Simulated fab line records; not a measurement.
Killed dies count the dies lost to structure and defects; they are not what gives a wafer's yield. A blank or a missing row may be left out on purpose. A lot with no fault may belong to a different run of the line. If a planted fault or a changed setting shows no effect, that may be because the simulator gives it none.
A struck lot beside a sound one + flow n5Finfet + 15 steps out of a route of 1938
Sound: wafers L419.1, L419.3, L419.4. Struck: wafers L434.1, L434.3, L434.5. The cause comes at the end.
At each step with rows: each side's tool, then ch and its chambers, then its first start. Under that, the readings that differ: sound wafers + struck wafers + difference of the means + sigmas: that difference in standard deviations of wafers without a fault.
alike: a reading whose means differ by less than 2 such deviations, as well as words and numbers matching on both sides. not compared: withheld readings; readings where some wafer has no value; bounds like >300 that might hide an equal value; numbers whose values overlap and for which the record gives no deviation.
The two part at a step that has a row with sigmas, a row that says differs or no value, or rows on one side only. Numbers that don't overlap but have no deviation are shown without sigmas and don't part them. A reading that every wafer of one side lacks parts them only if that side has two wafers or more.

N5_BEOL_M10_CURE_72: cures SiCOH lowk, time 120 s.
  sound on uvCure-02 ch 0, day 10 19:13; struck on uvCure-01 ch 1, day 14 03:44
  alike: lampPowerPct, wafer_temp_C_max
N5_BEOL_M10_DEGAS_44: time 60 s.
  sound on pvdSputter-02, day 10 19:56; struck on pvdSputter-02, day 14 04:55
  alike: heaterPowerW
N5_BEOL_M10_PRE_CLEAN_45: time 30 s.
  sound on pvdSputter-02, day 10 19:58; struck on pvdSputter-02, day 14 04:57
  alike: heaterPowerW
then, 5 steps without rows for these wafers: N5_BEOL_M10_ALD_74 (deposits TaN, target thk 2 nm, pulse time 2 s, purge time 3 s); N5_BEOL_M10_SURFACE_TREAT_76; N5_BEOL_M10_CVD_75 (deposits Co from CCTBA/H2, target thk 2 nm, time 138.9 s); N5_BEOL_M10_SPUTTER_48 (material Cu, target thk 12 nm, time 2 s); N5_BEOL_M10_ECD_50 (material Cu, target thk 318 nm).
N5_BEOL_M10_ANNEAL_51: time 90 s.
  sound on rtpAnneal-01 ch 0, day 10 20:50; struck on rtpAnneal-01 ch 0, day 14 06:02
  alike: annealTempC, wafer_temp_C_max
N5_BEOL_M10_CMP_52: polishes, stops on SiCOH lowk, t overpolish 7 s, target thk 140 nm.
  sound on cmp-03 ch 0,1,2, day 10 21:11; struck on cmp-02 ch 0,3, day 14 06:22
  alike: barrierFieldEndpointS, motorCurrentA, overpolishRunS, timeToEndpointS
  not compared: padLifeWafers
N5_BEOL_M10_THK_MEAS_53: measures by xrf.
  sound on filmMetro-02, day 10 21:26; struck on filmMetro-02, day 14 06:38
  alike: M10_THK
then, 1 step without rows for these wafers: N5_BEOL_M10_PRE_CLEAN_55 (time 15 s).
N5_BEOL_M10_DEP_56: deposits SiCN from 3MS/NH3, target thk 15 nm, time 26.5 s.
  sound on pecvd-04 ch 0,2, day 10 21:29; struck on pecvd-01 ch 0,1,2, day 14 06:41
| reading                                  | sound      | struck         | difference | sigmas |
|------------------------------------------|------------|----------------|------------|--------|
| model.SiCN_of_BEOL_M10_DEP_56.thkNm (nm) | 15 14.8 15 | 11.8 11.8 11.6 | -3.2       |        |
  alike: showerheadPlenumPTorr, throttleValvePct
N5_BEOL_M10_RS_MEAS_57: measures by four-point-probe.
  sound on filmMetro-01, day 10 21:34; struck on filmMetro-02, day 14 06:46
  alike: M10_RS
N5_PASSIVATION_PROBE_49:
  sound on prober-02, day 13 04:01; struck on prober-01, day 16 03:11
| reading         | sound    | struck | difference | sigmas |
|-----------------|----------|--------|------------|--------|
| killed_at_M4_up | 22 21 15 | 6 5 8  | -13        | -2     |
  alike: defectLimitedYield, killed_at_M0_to_M3, killedAtContacts, killedAtFrontEnd, killedAtOther, killedDies, killedOpen, killedShort, sort_bin_5_function, sort_bin_6_memory, sortNPass, sortYieldPct

WHERE THEY PART
At N5_PASSIVATION_PROBE_49 and nowhere else, as far as this record goes.

WHY: what had been put in by the simulator
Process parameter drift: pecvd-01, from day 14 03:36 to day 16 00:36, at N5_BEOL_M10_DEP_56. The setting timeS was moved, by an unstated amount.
